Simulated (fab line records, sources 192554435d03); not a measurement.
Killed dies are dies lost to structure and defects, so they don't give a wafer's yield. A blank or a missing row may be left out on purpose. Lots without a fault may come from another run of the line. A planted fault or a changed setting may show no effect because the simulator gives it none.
Split-lot experiment | flow n5_finfet | 7 lots, 39 wafers read, on a route of 1938 steps

THE SPLIT
At N5_FIN_SAQP_SPACER2_ALD_28 (deposits SiO2, target thk 8.1 nm, pulse time 1 s, purge time 2 s), the setting target_thk_a was moved away from the recipe's 81 angstrom on 18 of the 39 wafers read, by -53.7% to +44.2%. The other wafers ran this setting at the recipe's value.

FROM THE SPLIT TO THE READING: what the file shows between them, 9 steps
- N5_FIN_SAQP_SPACER2_ETCHBACK_29: etches SiO2 in CHF3/O2, target depth 12.2 nm, time 6.1 s
- N5_FIN_SAQP_MANDREL2_REMOVE_60: chemistry HBr/Cl2/O2, target a-Si, stops on SiNx, bt time 10 s
- N5_FIN_SAQP_CD_MEAS_31: target cd 8 nm
- N5_FIN_SAQP_HM_OPEN_33: chemistry CH3F/O2, target SiNx, target depth 49.4 nm, time 70.6 s
- N5_FIN_SAQP_ETCH_34: etches SiO2 in C4F6/O2, target depth 45 nm, time 15 s
- N5_FIN_SAQP_STRIP_77: strips in N2/H2, time 90 s
- N5_FIN_SAQP_HM_CD_35: target cd 8 nm
- N5_FIN_SAQP_ETCH_64: etches SiO2 in CF4, target depth 1.5 nm
- N5_FIN_SAQP_FIN_ETCH_36: etches the open film in HBr/Cl2/O2, target depth 120 nm, time 50.4 s

THE READING
cd_nm, in nm, at N5_FIN_SAQP_CD_MEAS_37 (target cd 8 nm). Fault-free wafers of this fab line usually give 8.15 nm, standard deviation 0.23 nm.

wafer  | tool, chamber at the split | target_thk_a as run, angstrom | against the recipe | cd_nm, nm | against lot-mates on the recipe
L075.4 | ald_sin-01, 3,1,2          | 81                            | recipe             | 8.26      | -
L075.5 | ald_sin-01, 3,1,2          | 81                            | recipe             | 8.21      | -
L075.6 | ald_sin-01, 3,1,2          | 81                            | recipe             | 8.62      | -
L079.1 | ald_sin-01, 3,1,2          | 81                            | recipe             | 8.26      | -
L079.2 | ald_sin-01, 3,1,2          | 81                            | recipe             | 8.33      | -
L079.3 | ald_sin-01, 0,0,3          | 60.19                         | -25.7%             | 6.38      | -1.84
L079.4 | ald_sin-01, 3,1,2          | 81                            | recipe             | 8.07      | -
L079.5 | ald_sin-01, 0,0,3          | 60.19                         | -25.7%             | 6.12      | -2.10
L079.6 | ald_sin-01, 0,0,3          | 60.19                         | -25.7%             | 6.26      | -1.96
L082.1 | ald_sin-02, 1,0            | 81                            | recipe             | 7.73      | -
L082.2 | ald_sin-02, 2              | 81                            | recipe             | 7.89      | -
L082.3 | ald_sin-02, 0,3,3          | 114.3                         | +41.1%             | 11.04     | +3.04
L082.4 | ald_sin-02, 0,3,3          | 114.3                         | +41.1%             | 11.45     | +3.45
L082.5 | ald_sin-02, 0,3,3          | 114.3                         | +41.1%             | 11.78     | +3.78
L082.6 | ald_sin-02, 1,0            | 81                            | recipe             | 8.38      | -
L083.1 | ald_sin-02, 2,3,3          | 81                            | recipe             | 8.01      | -
L083.2 | ald_sin-02, 1,0,2          | 42.85                         | -47.1%             | 4.52      | -3.69
L083.3 | ald_sin-02, 2,3,3          | 81                            | recipe             | 8.12      | -
L083.4 | ald_sin-02, 1,0,2          | 42.85                         | -47.1%             | 4.16      | -4.05
L083.5 | ald_sin-02, 2,3,3          | 81                            | recipe             | 8.50      | -
L083.6 | ald_sin-02, 1,0,2          | 42.85                         | -47.1%             | 4.56      | -3.65
L084.1 | ald_sin-03, 3,2,3          | 81                            | recipe             | 8.26      | -
L084.2 | ald_sin-03, 0,2            | 57.88                         | -28.5%             | 5.70      | -2.18
L084.3 | ald_sin-03, 1              | 57.88                         | -28.5%             | 5.91      | -1.97
L084.4 | ald_sin-03, 3,2,3          | 81                            | recipe             | 7.82      | -
L084.5 | ald_sin-03, 3,2,3          | 81                            | recipe             | 7.57      | -
L084.6 | ald_sin-03, 0,2            | 57.88                         | -28.5%             | 5.99      | -1.89
L089.1 | ald_sin-03, 3,2,3          | 37.5                          | -53.7%             | 3.58      | -4.44
L089.2 | ald_sin-03, 1              | 81                            | recipe             | 8.01      | -
L089.3 | ald_sin-03, 0              | 81                            | recipe             | 7.81      | -
L089.4 | ald_sin-03, 3,2,3          | 37.5                          | -53.7%             | 3.42      | -4.60
L089.5 | ald_sin-03, 0              | 81                            | recipe             | 8.23      | -
L089.6 | ald_sin-03, 3,2,3          | 37.5                          | -53.7%             | 3.82      | -4.20
L093.1 | ald_sin-02, 1              | 81                            | recipe             | 8.11      | -
L093.2 | ald_sin-02, 3,2,0          | 116.8                         | +44.2%             | 11.89     | +3.71
L093.3 | ald_sin-02, 3,2,0          | 116.8                         | +44.2%             | 11.75     | +3.57
L093.4 | ald_sin-02, 3,2,0          | 116.8                         | +44.2%             | 11.44     | +3.26
L093.5 | ald_sin-02, 1              | 81                            | recipe             | 8.20      | -
L093.6 | ald_sin-02, 2              | 81                            | recipe             | 8.23      | -
Where a row lists several chambers, the file gives one row for several wafers and doesn't say which wafer went through which chamber.

THE FIT
A straight line over all 39 wafers: cd_nm changes by +0.0806 nm for each +1% of target_thk_a; r = +0.99; the points scatter about the line by 0.24 nm.
The same after taking each lot's own level away (the mean of its wafers on the recipe; 39 wafers): +0.0804 nm for each +1%; r = +1.00; scatter 0.22 nm.
On that fit, the largest move of target_thk_a shifts the reading by 4.3 nm.
The lots' own levels span 7.883 to 8.363 nm, that is 2.1 times the standard deviation above.
So the lot-to-lot level changes the slope little: the two slopes agree.
Check: with one of the wafers moved furthest among these (-53.7%) left out of the fit, the line predicts -4.27 nm for it against its lot-mates. It came out at -4.44 nm against them.

THE WHOLE CHAIN: every reading that the file lists as answering this split, in the file's order
step                           | what it does                                                     | reading                                                                                 | change (the file's fit)                | r (the file's)
N5_FIN_SAQP_SPACER2_ALD_28     | deposits SiO2, target thk 8.1 nm, pulse time 1 s, purge time 2 s | SiO2_of_FIN_SAQP_SPACER2_ALD_28.thk_nm (the simulator's own value, which no gauge read) | +0.0803 nm for each +1% of the setting | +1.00
N5_FIN_SAQP_MANDREL2_REMOVE_60 | chemistry HBr/Cl2/O2, target a-Si, stops on SiNx, bt time 10 s   | FIN_SAQP.cd_nm (the simulator's own value, which no gauge read)                         | +0.0806 nm for each +1% of the setting | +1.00
N5_FIN_SAQP_CD_MEAS_31         | target cd 8 nm                                                   | cd_nm                                                                                   | +0.0818 nm for each +1% of the setting | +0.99
N5_FIN_SAQP_HM_CD_35           | target cd 8 nm                                                   | cd_nm                                                                                   | +0.0816 nm for each +1% of the setting | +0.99
N5_FIN_SAQP_ETCH_64            | etches SiO2 in CF4, target depth 1.5 nm                          | FIN_SAQP.cd_nm (the simulator's own value, which no gauge read)                         | +0.0804 nm for each +1% of the setting | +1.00
N5_FIN_SAQP_CD_MEAS_37         | target cd 8 nm                                                   | cd_nm                                                                                   | +0.0802 nm for each +1% of the setting | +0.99

THE FILE'S OWN FIT
cd_nm changes by +0.0802 nm for each +1% of target_thk_a, r = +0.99.
